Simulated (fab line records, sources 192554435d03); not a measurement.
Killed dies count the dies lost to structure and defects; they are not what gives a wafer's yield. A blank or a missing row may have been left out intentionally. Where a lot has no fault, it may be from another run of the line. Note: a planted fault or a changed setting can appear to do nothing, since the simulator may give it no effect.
Matching of chambers    flow n5-finfet    N5_BEOL_M9_DESCUM_16 on rie-diel-02: 4 sister chambers
The step chemistry O2, time 7.9 s. 30 wafers are shown with their chamber, then 12 later ones without.

== WAFERS, EACH WITH ITS CHAMBER ==
wafer   chamber  drypump-motor-current-A (A)  throttle-valve-pct (%)  showerhead-plenum-p-Torr (Torr)
L076.1  0        5.2                          20.87                   2.18
L076.3  3        5.5                          20.55                   2.16
L076.4  3        5.5                          20.57                   2.16
L077.1  3        5.5                          20.57                   2.16
L077.2  1        5.6                          20.65                   2.23
L077.3  0        5.2                          20.85                   2.18
L077.4  2        5.0                          19.97                   2.21
L077.5  2        5.0                          19.96                   2.21
L077.6  1        5.6                          20.67                   2.23
L078.1  3        5.5                          20.56                   2.16
L078.3  2        5.0                          19.98                   2.21
L078.6  1        5.7                          20.66                   2.23
L084.1  1        5.6                          20.67                   2.22
L084.3  0        5.2                          20.90                   2.17
L084.6  2        5.0                          20.00                   2.21
L088.1  2        5.0                          20.00                   2.20
L088.2  1        5.7                          20.69                   2.22
L088.5  2        5.0                          20.00                   2.20
L087.2  2        5.0                          19.99                   2.20
L087.4  0        5.2                          20.91                   2.17
L087.6  2        5.0                          20.01                   2.20
L090.1  2        5.0                          20.00                   2.20
L090.3  1        5.6                          20.69                   2.22
L090.5  1        5.7                          20.68                   2.22
L091.2  3        5.5                          20.62                   2.15
L091.3  1        5.6                          20.70                   2.22
L091.4  0        5.2                          20.90                   2.17
L094.2  1        5.6                          20.70                   2.22
L094.5  1        5.6                          20.71                   2.22
L094.6  0        5.2                          20.92                   2.17

SIGNATURES (averages over the wafers above)
reading                   chamber 0  chamber 1  chamber 2  chamber 3  scatter within a chamber
drypump-motor-current-A   5.200      5.630      5.000      5.500      0.0284
throttle-valve-pct        20.8917    20.6820    19.9900    20.5740    0.0215
showerhead-plenum-p-Torr  2.1733     2.2230     2.2044     2.1580     0.00498
Rule: a wafer's distance from a chamber is the root of the sum, over the readings, of the square of ((its reading less the chamber's mean) divided by the reading's scatter). If the next closest chamber is less than 2 further off than the closest, the wafer can't be placed; otherwise it belongs to the closest. How the scatter is found: for the shown wafers, subtract from each reading the mean of its chamber, square and add these, divide the total by (wafers less chambers), then take the root.

== WAFERS WHOSE CHAMBER IS MISSING ==
wafer   drypump-motor-current-A (A)  throttle-valve-pct (%)  showerhead-plenum-p-Torr (Torr)
L092.1  5.0                          20.01                   2.20
L092.2  5.2                          20.91                   2.17
L092.5  5.0                          20.03                   2.20
L093.1  5.2                          20.91                   2.17
L093.2  5.0                          20.02                   2.20
L093.3  5.5                          20.59                   2.15
L093.4  5.7                          20.71                   2.22
L093.5  5.5                          20.61                   2.15
L093.6  5.2                          20.90                   2.17
L096.1  5.6                          20.71                   2.22
L096.2  5.5                          20.62                   2.15
L096.3  5.0                          20.03                   2.20

== WHICH CHAMBER EACH ONE RAN IN ==
wafer   from the rows above  in truth
L092.1  2                    2
L092.2  0                    0
L092.5  2                    2
L093.1  0                    0
L093.2  2                    2
L093.3  3                    3
L093.4  1                    1
L093.5  3                    3
L093.6  0                    0
L096.1  1                    1
L096.2  3                    3
L096.3  2                    2
Correct placement for 12 of the 12. Not placeable from these rows: 0. Number placed wrongly: 0.
